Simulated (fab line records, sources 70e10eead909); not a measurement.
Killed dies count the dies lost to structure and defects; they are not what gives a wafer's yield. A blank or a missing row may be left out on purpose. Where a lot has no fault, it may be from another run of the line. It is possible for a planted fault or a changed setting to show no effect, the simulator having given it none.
Tool commonality check	flow nand_harc	9 wafers sampled across 3 lots

== THE REASON FOR OPENING IT ==
On 3 of the 3 lots, a flag is raised at NHARC_END_SORT_01 on the reading killed_at_array. Wafers without a fault read 27, standard deviation 11.
Rule: flag the lot when none of its wafers has a number, or when each of its wafers that has one lies beyond 4 standard deviations from that mean. As for the other lots, they are considered sound.

lot	measured	on	killed_at_array, wafer by wafer	flag
L217	day 20 16:35	prober-02	669 667 675	FLAGGED
L218	day 21 01:12	prober-02	674 674 669	FLAGGED
L220	day 21 18:46	prober-02	674 674 675	FLAGGED
Average over the flagged lots: 672; offset from the usual +645, equal to +59 standard deviations.

== WHICH TOOL RAN EACH LOT ==
The record holds 3 process steps before the reading, out of a route of 1159 steps. Every cell lists first the tool, next ch and the chambers used by the sampled wafers, and last the start.
lot	flag	NHARC_P_BONDPAD_PRE_CLEAN_26	NHARC_P_BONDPAD_CMP_19	NHARC_A_ZERO_WELL_ETCH_13
L217	FLAGGED	pvd_sputter-03, day 8 00:08 or earlier	cmp-01 ch 0,1,3, day 8 00:08	rie_si-05 ch 0,1,3, day 8 02:11
L218	FLAGGED	pvd_sputter-02, day 7 23:19 or earlier	cmp-03 ch 1,2,3, day 7 23:19	rie_si-05 ch 0,1,3, day 8 01:23
L220	FLAGGED	pvd_sputter-02, day 8 15:35 or earlier	cmp-03 ch 2,3, day 8 15:35	rie_si-05 ch 0,1,3, day 8 17:50
What the steps here do:
- NHARC_P_BONDPAD_PRE_CLEAN_26: time 30 s.
- NHARC_P_BONDPAD_CMP_19: polishes, t overpolish 30 s, cu recess touch 16 s, target thk 160.81 nm.
- NHARC_A_ZERO_WELL_ETCH_13: etches the open film in HBr/Cl2, target depth 120 nm, time 40.1 s.
- NHARC_END_SORT_01

== FLAGGED AGAINST TOTAL, ONE TOOL AT A TIME (gauges that did the reading follow at the end) ==
step	tool	lots run	flagged	share of the flagged lots	sound lots run after its first flagged lot
NHARC_P_BONDPAD_PRE_CLEAN_26	pvd_sputter-02	2	2	some	0
NHARC_P_BONDPAD_PRE_CLEAN_26	pvd_sputter-03	1	1	some	0
NHARC_P_BONDPAD_CMP_19	cmp-01	1	1	some	0
NHARC_P_BONDPAD_CMP_19	cmp-03	2	2	some	0
NHARC_A_ZERO_WELL_ETCH_13	rie_si-05	3	3	all	0
NHARC_END_SORT_01	prober-02	3	3	all	0
NHARC_P_BONDPAD_PRE_CLEAN_26: start missing for some lots; hours and lot order therefore follow NHARC_P_BONDPAD_CMP_19.

== WHAT IS ALLOWED BY THE TABLE ==
Every flagged lot went through 2 rows of the table: rie_si-05 at NHARC_A_ZERO_WELL_ETCH_13 and prober-02 at NHARC_END_SORT_01.
- rie_si-05 at NHARC_A_ZERO_WELL_ETCH_13: 3 of its 3 lots flagged. The start can't be narrowed down: in this sample, it ran no sound lot prior to its first flagged lot.
- prober-02 at NHARC_END_SORT_01: 3 of its 3 lots flagged. The start can't be narrowed down: in this sample, it ran no sound lot prior to its first flagged lot.
These 2 tools cannot be told apart by counting lots, since each of them fits a fault that started at some hour. More lots, or a look at what each step does to the wafer, might.

== WHAT WAS PUT IN BY THE SIMULATOR ==
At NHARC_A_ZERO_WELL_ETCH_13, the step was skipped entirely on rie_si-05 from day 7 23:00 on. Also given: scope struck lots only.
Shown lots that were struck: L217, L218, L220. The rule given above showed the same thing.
